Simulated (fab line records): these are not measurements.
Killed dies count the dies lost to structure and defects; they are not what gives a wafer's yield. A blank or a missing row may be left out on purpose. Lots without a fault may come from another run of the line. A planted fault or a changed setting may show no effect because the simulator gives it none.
Which tool did it? ; flow n5Finfet ; 11 lots with 33 wafers sampled at 4 steps, on a route of 1938 steps

## WHAT THE GAUGES READ, wafer by wafer
The record lacks any reading of a measuring or inspecting step that a usual standard deviation could be used to judge.

## TOOL THAT RAN EACH LOT (tool first, then ch and the chambers of the sampled wafers, then the start)
lot;N5_MOL_CONTACT_COAG_ALD_27;N5_PASSIVATION_ETCH_15;N5_PASSIVATION_SPUTTER_20;N5_PASSIVATION_PROBE_49
L608;aldSin-02 ch 0,3, day 5 00:40;rieDiel-01 ch 0,2, day 12 14:47 or earlier;pvdSputter-02, day 12 14:47;-
L609;aldSin-04 ch 0,1,3, day 5 03:39;rieDiel-04 ch 2,3, day 12 15:20 or earlier;pvdSputter-03, day 12 15:20;-
L610;aldSin-02 ch 1,2,3, day 5 08:16;rieDiel-04 ch 0,2, day 13 03:13 or earlier;pvdSputter-02, day 13 03:13;-
L611;aldSin-04 ch 1,2,3, day 5 14:49;rieDiel-04 ch 0,2,3, day 13 09:06 or earlier;pvdSputter-02, day 13 09:06;-
L613;aldSin-04 ch 1,2,3, day 6 06:40;rieDiel-06 ch 0,1,2, day 14 09:56 or earlier;pvdSputter-01, day 14 09:56;-
L614;aldSin-04 ch 1,3, day 6 11:29;rieDiel-06 ch 0,2, day 13 21:18 or earlier;pvdSputter-01, day 13 21:18;-
L615;aldSin-04 ch 1,3, day 6 19:29;rieDiel-01 ch 0,2,3, day 14 10:07 or earlier;pvdSputter-03, day 14 10:07;-
L618;aldSin-04 ch 0,2,3, day 7 17:34;rieDiel-04 ch 0,1,2, day 15 06:08 or earlier;pvdSputter-03, day 15 06:08;-
L619;aldSin-02 ch 1,2,3, day 7 20:56;rieDiel-01 ch 2,3, day 15 19:34 or earlier;pvdSputter-02, day 15 19:34;prober-02, day 16 01:20
L620;aldSin-04 ch 1,2,3, day 8 06:19;rieDiel-04 ch 1,2, day 15 14:20 or earlier;pvdSputter-03, day 15 14:20;prober-01, day 15 19:58
L624;aldSin-04 ch 0,2,3, day 9 03:07;rieDiel-04 ch 2,3, day 16 16:44 or earlier;pvdSputter-02, day 16 16:44;prober-02, day 16 22:35
- N5_MOL_CONTACT_COAG_ALD_27: deposits SiOC, target thk 17 nm, pulse time 1.5 s, time 2720 s.
- N5_PASSIVATION_ETCH_15: etches SiCN in CF4/N2, target depth 75 nm, time 81.2 s.
- N5_PASSIVATION_SPUTTER_20: material TaN, target thk 50 nm.
- N5_PASSIVATION_PROBE_49

## AS READ BY THE TOOLS THEMSELVES (means over the sampled wafers that have a number; for cases with no such wafer, the mark the record gives instead)
N5_MOL_CONTACT_COAG_ALD_27. Usual: heaterPowerOuterW 506 W, standard deviation 55; heaterPowerW 818 W, standard deviation 86; precursorPulseHeightRel 0.998, standard deviation 0.022; susceptorTempC 400.03 C, standard deviation 0.23.
lot;tool;heaterPowerOuterW (W);heaterPowerW (W);precursorPulseHeightRel;susceptorTempC (C);flag
L608;aldSin-02;520;798;1.007;400.06;
L609;aldSin-04;530;858;0.999;400.09;
L610;aldSin-02;450;711;1.020;400.01;
L611;aldSin-04;499;825;0.970;400.12;
L613;aldSin-04;496;817;0.999;400.04;
L614;aldSin-04;534;887;1.005;399.99;
L615;aldSin-04;503;851;1.003;400.13;
L618;aldSin-04;532;844;0.987;400.22;
L619;aldSin-02;450;714;0.992;400.12;
L620;aldSin-04;498;829;1.009;399.96;
L624;aldSin-04;528;834;1.002;400.05;

N5_PASSIVATION_ETCH_15. Usual: drypumpMotorCurrentA 5.7 A, standard deviation 0.45; oesProductAu 0.81 a.u., standard deviation 0.094; rfFwdPowerW 428.2 W, standard deviation 1.4; rfVppV 382.3 V, standard deviation 2.3; showerheadPlenumPTorr 2.21 Torr, standard deviation 0.085; throttleValvePct 15.41 %, standard deviation 0.23.
lot;tool;drypumpMotorCurrentA (A);oesProductAu (a.u.);rfFwdPowerW (W);rfVppV (V);showerheadPlenumPTorr (Torr);throttleValvePct (%);flag
L608;rieDiel-01;5.8;0.70;427.8;381.2;2.16;15.77;
L609;rieDiel-04;6.0;0.90;428.2;383.7;2.25;15.14;
L610;rieDiel-04;5.5;0.75;427.6;383.1;2.25;15.50;
L611;rieDiel-04;5.7;0.81;428.5;383.2;2.25;15.33;
L613;rieDiel-06;5.3;0.76;427.6;381.7;2.21;15.49;
L614;rieDiel-06;5.1;0.80;428.9;384.5;2.31;15.47;
L615;rieDiel-01;5.7;0.79;427.7;381.4;2.19;15.50;
L618;rieDiel-04;5.6;0.82;427.6;383.1;2.24;15.48;
L619;rieDiel-01;5.6;0.86;427.6;382.3;2.21;15.26;
L620;rieDiel-04;5.7;0.85;428.1;383.0;2.23;15.40;
L624;rieDiel-04;5.9;0.80;427.9;382.6;2.22;15.29;

N5_PASSIVATION_SPUTTER_20. Usual: susceptorTempC 25.02 C, standard deviation 0.098; throttleValvePct 29.8 %, standard deviation 1.2.
lot;tool;susceptorTempC (C);throttleValvePct (%);flag
L608;pvdSputter-02;25.01;29.2;
L609;pvdSputter-03;24.93;29.8;
L610;pvdSputter-02;25.10;31.0;
L611;pvdSputter-02;24.94;29.3;
L613;pvdSputter-01;24.94;29.3;
L614;pvdSputter-01;25.00;30.3;
L615;pvdSputter-03;25.04;30.0;
L618;pvdSputter-03;25.02;30.3;
L619;pvdSputter-02;24.95;28.8;
L620;pvdSputter-03;24.95;30.5;
L624;pvdSputter-02;25.10;29.7;

N5_PASSIVATION_PROBE_49. Usual: defectLimitedYield 91.3 %, standard deviation 1.3; killed_at_M0_to_M3 35, standard deviation 9.3; killed_at_M4_up 14, standard deviation 5.2; killedAtContacts 12, standard deviation 5.9; killedAtFrontEnd 38, standard deviation 11; killedAtOther 4, standard deviation 3.7; killedDies 103, standard deviation 15; killedOpen 67, standard deviation 12; killedShort 34, standard deviation 8; sort_bin_5_function 5.1 %, standard deviation 0.88; sort_bin_6_memory 3.3 %, standard deviation 0.65; sort_bin_8_speed 0.00 %, standard deviation 0.03; sortNPass 1077, standard deviation 15; sortYieldPct 91.3 %, standard deviation 1.3.
lot;tool;defectLimitedYield (%);killed_at_M0_to_M3;killed_at_M4_up;killedAtContacts;killedAtFrontEnd;killedAtOther;killedDies;killedOpen;killedShort;sort_bin_5_function (%);sort_bin_6_memory (%);sort_bin_8_speed (%);sortNPass;sortYieldPct (%);flag
L619;prober-02;89.3;40;16;6;55;10;127;82;42;6.9;3.6;0.00;1053;89.3;
L620;prober-01;89.3;34;10;50;27;4;126;50;35;6.6;3.2;0.00;1054;89.3;OFF
L624;prober-02;87.3;42;11;47;45;5;151;71;41;8.0;4.0;0.03;1029;87.3;OFF

## THE ANSWER, worked out from the rows above alone
Rule: a lot is off if the mean of its wafers that have a number lies more than 3 standard deviations from the usual mean. A lot without any number at a reading at which 4 lots or more have one is off too. Where the step has rows for the other lots, those lots are counted as sound. After the gauges, taken in route order, come the tools' own readings; for these a lot's mean is taken, as printed above. The first step at which some lot is off is used, and at that step the reading that is off furthest; a lot without a number counts as furthest.
Off: L620, L624 (N5_PASSIVATION_PROBE_49, killedAtContacts). Neither off nor sound, because the step has no rows for them: L608, L609, L610, L611, L613, L614, L615, L618.
A tool fits if, at that step or a process step before it, it ran every lot that is off, and no sound lot after the first of them. With no start given for some of its lots, N5_PASSIVATION_ETCH_15 uses the hours and lot order of N5_PASSIVATION_SPUTTER_20. Can't be told from this: 2 tools fit, aldSin-04 at N5_MOL_CONTACT_COAG_ALD_27, rieDiel-04 at N5_PASSIVATION_ETCH_15.

## WHAT WAS PUT IN BY THE SIMULATOR
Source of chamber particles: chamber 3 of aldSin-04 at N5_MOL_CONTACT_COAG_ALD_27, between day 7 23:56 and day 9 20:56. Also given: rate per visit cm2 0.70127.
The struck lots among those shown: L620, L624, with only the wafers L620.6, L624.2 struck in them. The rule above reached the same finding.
